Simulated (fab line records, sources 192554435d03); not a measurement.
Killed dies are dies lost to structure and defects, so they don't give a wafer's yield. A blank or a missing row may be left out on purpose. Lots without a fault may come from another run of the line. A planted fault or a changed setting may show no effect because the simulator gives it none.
Chamber matching | flow n5_finfet | N5_BEOL_M1_CMP_52 on cmp-04: 4 sister chambers
The step polishes, stops on SiOC, t overpolish 6.8 s, target thk 40 nm. 22 wafers are shown with their chamber, then 11 later ones without.

WAFERS WITH THEIR CHAMBER
wafer  | chamber | motor_current_A (A) | time_to_endpoint_s (s) | barrier_field_endpoint_s (s)
L074.1 | 0       | 5.0                 | 63                     | 24.5
L074.4 | 2       | 5.8                 | 65                     | 25.8
L074.6 | 2       | 6.0                 | 65                     | 26.2
L075.2 | 3       | 6.1                 | 55                     | 23.4
L075.3 | 0       | 5.1                 | 64                     | 24.4
L075.6 | 3       | 6.0                 | 58                     | 24.1
L081.1 | 0       | 5.0                 | 61                     | 24.4
L081.2 | 2       | 6.3                 | 63                     | 24.6
L081.4 | 3       | 6.4                 | 58                     | 23.9
L083.1 | 3       | 6.3                 | 59                     | 23.3
L083.5 | 2       | 6.2                 | 67                     | 25.5
L083.6 | 3       | 6.2                 | 60                     | 24.9
L084.3 | 0       | 4.8                 | 64                     | 24.3
L084.4 | 2       | 6.2                 | 66                     | 25.3
L084.6 | 2       | 6.1                 | 65                     | 25.2
L085.1 | 0       | 5.3                 | 62                     | 24.7
L085.3 | 3       | 6.1                 | 55                     | 23.3
L085.5 | 3       | 6.2                 | 57                     | 23.3
L090.3 | 1       | 6.6                 | 55                     | 24.1
L090.4 | 2       | 6.4                 | 65                     | 25.3
L090.6 | 1       | 6.6                 | 55                     | 24.1
L093.3 | 2       | 6.1                 | 66                     | 24.9

SIGNATURES (means of the wafers above)
reading                  | chamber 0 | chamber 1 | chamber 2 | chamber 3 | scatter within a chamber
motor_current_A          | 5.040     | 6.600     | 6.138     | 6.186     | 0.163
time_to_endpoint_s       | 62.80     | 55.00     | 65.25     | 57.43     | 1.45
barrier_field_endpoint_s | 24.460    | 24.100    | 25.350    | 23.743    | 0.473
Rule: a wafer's distance from a chamber is the root of the sum, over the readings, of the square of ((its reading less the chamber's mean) divided by the reading's scatter). The wafer belongs to the nearest chamber; if the next one is less than 2 further off, it can't be placed. The scatter: the root of (the sum of the squares of (reading less its chamber's mean) over the shown wafers, divided by (wafers less chambers)).

WAFERS WITHOUT THEIR CHAMBER
wafer  | motor_current_A (A) | time_to_endpoint_s (s) | barrier_field_endpoint_s (s)
L093.5 | 5.9                 | 54                     | 24.3
L093.6 | 4.7                 | 64                     | 24.8
L094.2 | 6.3                 | 52                     | 24.0
L094.3 | 5.1                 | 59                     | 24.2
L094.6 | 6.4                 | 65                     | 26.2
L095.2 | 6.5                 | 56                     | 24.5
L095.5 | 6.3                 | 61                     | 25.3
L095.6 | 6.0                 | 56                     | 24.7
L097.2 | 6.5                 | 60                     | 23.7
L097.3 | 4.9                 | 64                     | 23.2
L097.6 | 6.5                 | 57                     | 23.2

WHICH CHAMBER EACH WENT THROUGH
wafer  | from the rows above     | in truth
L093.5 | can't be placed: 3 or 1 | 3
L093.6 | 0                       | 0
L094.2 | can't be placed: 1 or 3 | 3
L094.3 | 0                       | 0
L094.6 | 2                       | 2
L095.2 | can't be placed: 1 or 3 | 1
L095.5 | can't be placed: 2 or 3 | 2
L095.6 | can't be placed: 3 or 1 | 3
L097.2 | can't be placed: 3 or 1 | 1
L097.3 | 0                       | 0
L097.6 | can't be placed: 3 or 1 | 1
Placed correctly: 4 of 11. Can't be placed from these rows: 7 (the true chamber is among the candidates in 7). Placed wrongly: 0.
